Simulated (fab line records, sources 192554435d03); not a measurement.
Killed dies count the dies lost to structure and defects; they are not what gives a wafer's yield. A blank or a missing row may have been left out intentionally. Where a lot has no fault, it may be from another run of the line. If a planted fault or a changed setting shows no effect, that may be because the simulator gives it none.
fab line records | flow n5Finfet
record: lots: 12 wafers: 36 lastDay: 18
route steps=1938 shown BEOL_M5@1187 BEOL_M6@1200
lots that met no fault: from a run of the same line without faults
startH: hours from the record's first day to the start of the lot's first wafer shown | waitH: hours since the lot's step before | " the same as in the row above | L1.1+2: a single row standing in for several wafers | - no value present, or no start provided | * or withheld: withheld | < > ~ a bound
route shown NAME@n: NAME is a module with steps in the file, n the number in the route of the first one | usual: average and standard deviation across the fault-free wafers | same: alike in all rows | chamber/n: place in a boat | sites: the reading at each site | _std_site: their standard deviation | _edge_site: mean of outer sites minus mean of inner sites | radiusMm: how far each site lies from the wafer's centre | mask NAME#n: copy n | behind: the most recent tool/chamber to have shaped the wafer | hold: reason for holding the lot/hours on hold/outcome of the hold | device: the transistor (n, p or np) that didn't switch | end of line: tests of these same wafers at the route's end | a step given without rows: its recipe and nothing more | killed: count of dies lost to structure and defects at first sort (not the wafer's yield) | map: dies across one wafer; x = killed, . = not, _ = none there
set.NAME: the setting as run; set.NAME@STEP: as run at that earlier step | model.NAME: the simulator's own value behind a step, which no gauge read
a sample of lots followed through the steps of the route, with each step as a table and each wafer as a row
services: the hour from which a tool's chamber was out of use, counted from the record's first day as startH (under 0 if before that day), plus the number of hours and why
== steps ==
step: N5_BEOL_M5_THK_MEAS_53
recipe: thkMeasGauge: xrf reads: Cu_of_BEOL_M5_ECD_50
usual: M5_THK: 63.6/2.1
columns lot.wafer tool chamber startH waitH M5_THK[nm]
L473.1 filmMetro-02 - 189.66 - 64.3
L473.3 " - " " 65.0
L473.4 " - " " 62.7
L474.2 filmMetro-01 - 190.66 - 64.8
L474.5 " - " " 63.5
L474.6 " - " " 64.6
L476.1 filmMetro-01 - 195.33 - 59.0
L476.4 " - " " 63.1
L476.5 " - " " 62.2
L477.3 filmMetro-02 - 211.54 - 62.5
L477.4 " - " " 68.1
L477.5 " - " " 64.6
L479.2 filmMetro-01 - 222.99 - 65.0
L479.5 " - " " 65.2
L479.6 " - " " 67.4
L483.1 filmMetro-02 - 248.02 - 62.4
L483.5 " - " " 63.1
L483.6 " - " " 61.1
L484.2 filmMetro-01 - 260.22 - 60.2
L484.3 " - " " 64.0
L484.4 " - " " 63.7
L485.1 filmMetro-02 - 264.56 - 66.1
L485.3 " - " " 62.4
L485.5 " - " " 63.0
L491.2 filmMetro-01 - 294.98 - 62.0
L491.4 " - " " 61.9
L491.5 " - " " 67.0
L494.1 filmMetro-02 - 315.24 - 63.7
L494.4 " - " " 64.0
L494.6 " - " " 63.0
L495.2 filmMetro-02 - 316.81 - 64.8
L495.4 " - " " 63.8
L495.5 " - " " 67.2
L490.3 filmMetro-01 - 333.79 - 63.4
L490.4 " - " " 61.8
L490.5 " - " " 66.2
step: N5_BEOL_M5_RS_MEAS_57
recipe: thkMeasGauge: four-point-probe reads: Co_of_BEOL_M5_CO_CAP_78+Cu_of_BEOL_M5_ECD_50+Co_of_BEOL_M5_CVD_47+TaN_of_BEOL_M5_ALD_86
usual: M5_RS: 0.391/0.015
columns lot.wafer tool chamber startH waitH M5_RS[ohm/sq]
L473.1 filmMetro-02 - 189.92 0.0 0.387
L473.3 " - " " 0.385
L473.4 " - " " 0.400
L474.2 filmMetro-01 - 190.92 0.1 0.383
L474.5 " - " " 0.390
L474.6 " - " " 0.384
L476.1 filmMetro-02 - 195.62 0.0 0.428
L476.4 " - " " 0.394
L476.5 " - " " 0.401
L477.3 filmMetro-02 - 211.84 0.1 0.398
L477.4 " - " " 0.363
L477.5 " - " " 0.385
L479.2 filmMetro-01 - 223.25 0.1 0.384
L479.5 " - " " 0.378
L479.6 " - " " 0.363
L483.1 filmMetro-01 - 248.28 0.0 0.398
L483.5 " - " " 0.394
L483.6 " - " " 0.411
L484.2 filmMetro-02 - 260.48 0.1 0.413
L484.3 " - " " 0.387
L484.4 " - " " 0.389
L485.1 filmMetro-02 - 264.82 0.0 0.374
L485.3 " - " " 0.401
L485.5 " - " " 0.396
L491.2 filmMetro-01 - 295.24 0.1 0.399
L491.4 " - " " 0.399
L491.5 " - " " 0.364
L494.1 filmMetro-02 - 315.51 0.0 0.391
L494.4 " - " " 0.389
L494.6 " - " " 0.397
L495.2 filmMetro-02 - 317.07 0.1 0.383
L495.4 " - " " 0.391
L495.5 " - " " 0.366
L490.3 filmMetro-02 - 334.05 0.1 0.392
L490.4 " - " " 0.405
L490.5 " - " " 0.372
step: N5_BEOL_M6_COAT_60
recipe: resist: SiARC tempC: 220 timeS: 60 spinRpm: 1500 resistThkNm: 35
usual: spinSpeedRpm: 1499.8/0.98
columns lot.wafer tool chamber startH waitH spinSpeedRpm
L473.1 lithoTrack-05 0 193.41 - 1501.2
L473.3 " 0 " " 1500.4
L473.4 " 0 " " 1499.6
L474.2 lithoTrack-01 0 194.67 - 1499.5
L474.5 " 0 " " 1498.2
L474.6 " 0 " " 1499.8
L476.1 lithoTrack-05 0 198.43 - 1499.5
L476.4 " 0 " " 1500.9
L476.5 " 0 " " 1499.0
L477.3 lithoTrack-05 0 214.70 - 1498.5
L477.4 " 0 " " 1499.4
L477.5 " 0 " " 1500.2
L479.2 lithoTrack-02 0 224.16 - 1498.4
L479.5 " 0 " " 1499.5
L479.6 " 0 " " 1499.5
L483.1 lithoTrack-05 0 250.08 - 1669.4
L483.5 " 0 " " 1669.2
L483.6 " 0 " " 1670.2
L484.2 lithoTrack-02 0 263.16 - 1500.0
L484.3 " 0 " " 1500.5
L484.4 " 0 " " 1501.3
L485.1 lithoTrack-05 0 266.52 - 1669.9
L485.3 " 0 " " 1669.2
L485.5 " 0 " " 1668.8
L491.2 lithoTrack-02 0 297.20 - 1499.0
L491.4 " 0 " " 1501.7
L491.5 " 0 " " 1500.8
L494.1 lithoTrack-02 0 317.63 - 1497.6
L494.4 " 0 " " 1500.1
L494.6 " 0 " " 1498.5
L495.2 lithoTrack-01 0 318.47 - 1500.4
L495.4 " 0 " " 1497.5
L495.5 " 0 " " 1499.7
L490.3 lithoTrack-05 0 337.81 - 1499.1
L490.4 " 0 " " 1500.1
L490.5 " 0 " " 1501.7
step: N5_BEOL_M6_OVL_MEAS_12
recipe: pointsPerWafer: 44
usual: M6_OVL: 0.3/0.7
columns lot.wafer tool chamber startH waitH M6_OVL[nm]
L473.1 overlay-01 0 193.68 0.0 -0.6
L473.3 " 0 " " -1.0
L473.4 " 0 " " 0.4
L474.2 overlay-02 0 195.07 0.0 0.5
L474.5 " 0 " " 0.3
L474.6 " 0 " " -0.1
L476.1 overlay-01 0 198.70 0.0 1.1
L476.4 " 0 " " 0.3
L476.5 " 0 " " 0.9
L477.3 overlay-01 0 215.10 0.0 1.1
L477.4 " 0 " " 1.6
L477.5 " 0 " " 1.8
L479.2 overlay-01 0 224.55 0.0 0.4
L479.5 " 0 " " 0.1
L479.6 " 0 " " 0.2
L483.1 overlay-01 0 250.52 0.0 0.3
L483.5 " 0 " " 0.7
L483.6 " 0 " " -0.2
L484.2 overlay-01 0 263.56 0.0 1.1
L484.3 " 0 " " 1.2
L484.4 " 0 " " 0.5
L485.1 overlay-02 0 266.80 0.0 0.3
L485.3 " 0 " " 0.9
L485.5 " 0 " " 0.4
L491.2 overlay-02 0 297.60 0.0 0.5
L491.4 " 0 " " 1.3
L491.5 " 0 " " 1.1
L494.1 overlay-02 0 317.90 0.0 -0.7
L494.4 " 0 " " -1.2
L494.6 " 0 " " -1.5
L495.2 overlay-01 0 318.87 0.0 -0.4
L495.4 " 0 " " 0.1
L495.5 " 0 " " -0.2
L490.3 overlay-02 0 338.25 0.1 0.1
L490.4 " 0 " " 0.1
L490.5 " 0 " " 1.0
== services ==
columns tool chamber startH hours kind
lithoTrack-02 - 190.35 - consumableReplace:filter
lithoTrack-01 - 309.81 - consumableReplace:filter
== key ==
firstSign: step: N5_BEOL_M6_COAT_60 reading: spinSpeedRpm direction: up sigmas: 99+ usual: * struck: *
effect none on later readings
metAt N5_BEOL_M6_COAT_60
struckLots L483,L485
notActingAt N5_BEOL_M5_THK_MEAS_53,N5_BEOL_M5_RS_MEAS_57,N5_BEOL_M6_OVL_MEAS_12
onsetBetween 214.70 250.08
fault: kind: processParameterDrift tool: lithoTrack-05 chamber: - onsetH: 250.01 steps: N5_BEOL_M6_COAT_60 channel: spinRpm offset: * shape: step endH: 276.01 actsIn: * stated: *
